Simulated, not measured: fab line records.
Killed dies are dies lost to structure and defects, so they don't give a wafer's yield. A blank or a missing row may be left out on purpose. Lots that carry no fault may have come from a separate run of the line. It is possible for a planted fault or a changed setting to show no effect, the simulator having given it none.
Lot-split experiment | flow n5Finfet | 39 wafers read across 7 lots, on a route 1938 steps long

## THE SPLIT ITSELF
At N5_FIN_SAQP_SPACER1_ALD_24 (deposits SiO2, target thk 20.3 nm, pulse time 1 s, purge time 2 s), the setting aldCycles was moved away from the recipe's 218 on 15 of the 39 wafers read, by +24.8% to +46.3%. For the rest of the wafers, this setting stayed at what the recipe calls for.

## FROM THE SPLIT TO THE READING: what the file shows between them, 2 steps
- N5_FIN_SAQP_SPACER1_ETCHBACK_25: etches SiO2 in CHF3/O2, target depth 24.4 nm, time 12.2 s
- N5_FIN_SAQP_MANDREL1_REMOVE_56: chemistry HBr/Cl2/O2, target a-Si, stops on SiNx, bt time 10 s

## THE READING
At N5_FIN_SAQP_CD_MEAS_27: cdNm in nanometres, against a target cd of 20 nm. Typical for fault-free wafers on this fab line: 20.33 nm, with standard deviation 0.24 nm.

wafer  | tool, chamber at the split | aldCycles as run | against the recipe | cdNm, nm | against lot-mates on the recipe
L074.1 | aldSin-03, 3,2             | 218              | recipe             | 20.23    | -
L074.2 | aldSin-03, 1               | 319              | +46.3%             | 29.87    | +9.63
L074.3 | aldSin-03, 0,2             | 319              | +46.3%             | 30.08    | +9.84
L074.4 | aldSin-03, 0,2             | 319              | +46.3%             | 29.91    | +9.67
L074.5 | aldSin-03, 3               | 218              | recipe             | 20.39    | -
L074.6 | aldSin-03, 3,2             | 218              | recipe             | 20.11    | -
L078.1 | aldSin-01, 1               | 272              | +24.8%             | 25.35    | +4.92
L078.2 | aldSin-01, 3,3,0           | 218              | recipe             | 20.38    | -
L078.3 | aldSin-01, 0,2             | 272              | +24.8%             | 25.24    | +4.81
L078.4 | aldSin-01, 0,2             | 272              | +24.8%             | 25.22    | +4.79
L078.5 | aldSin-01, 3,3,0           | 218              | recipe             | 20.31    | -
L078.6 | aldSin-01, 3,3,0           | 218              | recipe             | 20.60    | -
L083.1 | aldSin-04, 2               | 218              | recipe             | 20.33    | -
L083.2 | aldSin-04, 1               | 218              | recipe             | 20.46    | -
L083.3 | aldSin-04, 3,0             | 309              | +41.7%             | 28.27    | +7.84
L083.4 | aldSin-04, 3,0             | 309              | +41.7%             | 28.88    | +8.45
L083.5 | aldSin-04, 3               | 309              | +41.7%             | 28.60    | +8.17
L083.6 | aldSin-04, 2               | 218              | recipe             | 20.49    | -
L087.1 | aldSin-03, 2,3,2           | 218              | recipe             | 19.96    | -
L087.2 | aldSin-03, 2,3,2           | 218              | recipe             | 20.35    | -
L087.3 | aldSin-03, 0               | 298              | +36.7%             | 27.36    | +7.15
L087.4 | aldSin-03, 1,3             | 298              | +36.7%             | 27.56    | +7.35
L087.5 | aldSin-03, 1,3             | 298              | +36.7%             | 27.74    | +7.53
L087.6 | aldSin-03, 2,3,2           | 218              | recipe             | 20.32    | -
L088.1 | aldSin-03, 3,0             | 218              | recipe             | 20.40    | -
L088.2 | aldSin-03, 0               | 310              | +42.2%             | 29.41    | +9.04
L088.3 | aldSin-03, 1,2             | 310              | +42.2%             | 29.02    | +8.65
L088.4 | aldSin-03, 1,2             | 310              | +42.2%             | 28.89    | +8.52
L088.5 | aldSin-03, 3,0             | 218              | recipe             | 20.73    | -
L088.6 | aldSin-03, 1               | 218              | recipe             | 19.98    | -
L090.1 | aldSin-04, 3               | 218              | recipe             | 20.31    | -
L090.2 | aldSin-04, 1               | 218              | recipe             | 19.96    | -
L090.3 | aldSin-04, 0,2,0,3         | 218              | recipe             | 20.49    | -
L090.4 | aldSin-04, 0,2,0,3         | 218              | recipe             | 20.40    | -
L090.5 | aldSin-04, 0,2,0,3         | 218              | recipe             | 20.25    | -
L090.6 | aldSin-04, 0,2,0,3         | 218              | recipe             | 20.35    | -
L094.1 | aldSin-04, 1,0             | 218              | recipe             | 20.21    | -
L094.3 | aldSin-04, 1,0             | 218              | recipe             | 20.40    | -
L094.6 | aldSin-04, 3               | 218              | recipe             | 20.38    | -
When a row names more than one chamber, that row covers several wafers, and the file does not tell which wafer ran in which chamber.

FIT RESULTS
A straight line over all 39 wafers: cdNm changes by +0.203 nm for each +1% of aldCycles; r = +1.00; the points scatter about the line by 0.22 nm.
The same after taking each lot's own level away (the mean of its wafers on the recipe; 39 wafers): +0.203 nm for each +1%; r = +1.00; scatter 0.23 nm.
The reading moves by 9.4 nm for the largest change in aldCycles, on that fit.
The span of the lots' own levels, 20.210 to 20.430 nm, comes to 0.9 times the standard deviation stated above.
The two slopes are in agreement: the lot-to-lot level therefore moves the slope only a little.
Check: for one of the wafers moved furthest among these (+46.3%), held out of the fit, the line's prediction against its lot-mates is +9.38 nm. It came out at +9.63 nm against them.

## ADDITIONAL SPLITS CARRIED BY THESE WAFERS
Other splits were also applied to these wafers ahead of the reading. Each is held against what the fit with the lots' levels taken away leaves over:
other split on the same wafers | wafers away from the commonest value | r with cdNm (lot level and that fit taken away)
N5_FIN_SAQP_HM_DEP_03 timeS    | 9                                    | -0.32

## THE WHOLE CHAIN: every reading that the file lists as answering this split, in the file's order
step                           | what it does                                                      | reading                                                                                | change (the file's fit)               | r (the file's)
N5_FIN_SAQP_SPACER1_ALD_24     | deposits SiO2, target thk 20.3 nm, pulse time 1 s, purge time 2 s | SiO2_of_FIN_SAQP_SPACER1_ALD_24.thkNm (the simulator's own value, which no gauge read) | +0.202 nm for each +1% of the setting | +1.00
N5_FIN_SAQP_MANDREL1_REMOVE_56 | chemistry HBr/Cl2/O2, target a-Si, stops on SiNx, bt time 10 s    | FIN_SAQP.cdNm (the simulator's own value, which no gauge read)                         | +0.204 nm for each +1% of the setting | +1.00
N5_FIN_SAQP_CD_MEAS_27         | target cd 20 nm                                                   | cdNm                                                                                   | +0.203 nm for each +1% of the setting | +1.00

## FILE'S OWN FIT
cdNm changes by +0.203 nm for each +1% of aldCycles, r = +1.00.
